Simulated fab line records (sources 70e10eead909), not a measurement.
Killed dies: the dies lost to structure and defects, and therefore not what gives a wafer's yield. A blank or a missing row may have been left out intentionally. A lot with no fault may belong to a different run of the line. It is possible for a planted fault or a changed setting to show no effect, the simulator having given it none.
A struck lot beside a sound one / flow nand harc / 13 steps out of a route of 1302
Sound: wafers L910.3, L910.4, L910.6. Wafers struck: L899.2, L899.4, L899.6. Last of all comes the cause.
Each step with rows lists, per side, the tool, then ch with its chambers, then its first start. Under that, the readings that differ: sound wafers / struck wafers / difference of the means / sigmas: that difference in standard deviations of wafers without a fault.
alike: readings whose means differ by less than 2 such deviations, and words and numbers that are the same on both sides. not compared: withheld readings, readings that some wafer has no value for, bounds like >300 that may hide the same value, and numbers for which the record gives no deviation and whose values overlap.
A row with sigmas, a row that says differs or no value, or rows on one side alone: a step with any of these is where the two part. Numbers that don't overlap but have no deviation are shown without sigmas and don't part them. A reading missing from all wafers of one side parts the sides only when that side holds two or more wafers.

NHARC_A_CONTACT_ETCH_139: etches the open film in C4F8/O2/Ar, time 195 s, target depth 840 nm.
  sound on har cap etch-02 ch 0,1, day 30 01:24; struck on har cap etch-03 ch 0, day 26 02:10
  alike: chamber pressure mTorr
  not compared: rf hours counter h
then, 1 step without rows for these wafers: NHARC_A_CONTACT_ETCH_92 (etches the open film in CH3F/O2, target depth 40 nm, time 85.7 s).
NHARC_A_CONTACT_ETCH_98: etches the open film in C4F6/O2, target depth 20 nm, time 10 s.
  sound on rie diel-11 ch 1,2,3; struck on rie diel-11 ch 2,3
  alike: chamber pressure mTorr, drypump motor current A, o2 flow sccm, oes product au, rf vpp V, showerhead plenum p Torr, throttle valve pct
  not compared: rf hours counter h
NHARC_A_CONTACT_CD_MEAS_15:
  sound on cd sem-03 at day 30 02:06; struck on cd sem-01 at day 26 02:58
  alike: cd nm
then, 3 steps without rows for these wafers: NHARC_A_CONTACT_STRIP_107 (strips in N2/H2); NHARC_A_CONTACT_STRIP_108 (strips in CF4/CHF3); NHARC_A_CONTACT_STRIP_109 (strips in O2/COS).
NHARC_A_CONTACT_ETCH_110: etches the open film in CF4/O2, target depth 60 nm, overetch 6 nm, time 33 s.
  sound on rie diel-07 ch 0,2,3, day 30 02:24; struck on rie diel-11 ch 0,1,3, day 26 03:16
  alike: chamber pressure mTorr, drypump motor current A, o2 flow sccm, oes product au, rf vpp V, showerhead plenum p Torr, throttle valve pct
  not compared: rf hours counter h
NHARC_A_CONTACT_STRIP_26: strips in O2.
  sound on rie diel-07 ch 1,2,3; struck on rie diel-11 ch 0,2,3
  alike: chamber pressure mTorr, drypump motor current A, o2 flow sccm, oes product au, rf vpp V, showerhead plenum p Torr, throttle valve pct
  not compared: rf hours counter h
then, 1 step without rows for these wafers: NHARC_A_CONTACT_STRIP_27 (strips in post etch residue remover, time 600 s).
NHARC_A_CONTACT_ALD_18: deposits TiN, target thk 3 nm, pulse time 1 s, ald cycles 150.
  sound on ald metal-02 ch 0,1, day 30 03:02; struck on ald metal-01 ch 0,1,2, day 26 03:55
  alike: heater power outer w, heater power w, precursor pulse height rel
then, 1 step without rows for these wafers: NHARC_A_CONTACT_CVD_19 (deposits W, target thk 300 nm, time 802 s).
NHARC_A_CONTACT_CMP_20: polishes, t overpolish 30 s, target thk 300 nm.
  sound on cmp-02 ch 0,1,3, day 30 04:10; struck on cmp-02 ch 1,2,3, day 26 05:05
reading=time to endpoint s (s); sound=64 63 62; struck=34 30 34; difference=-30; sigmas=-10
  alike: motor current A, overpolish run s, slurry flow ml min

WHERE THEY PART
Only at NHARC_A_CONTACT_CMP_20, within this record.

WHY: whatever the simulator had introduced
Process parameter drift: cmp-02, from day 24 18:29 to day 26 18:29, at NHARC_A_CONTACT_CMP_20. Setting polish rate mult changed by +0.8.
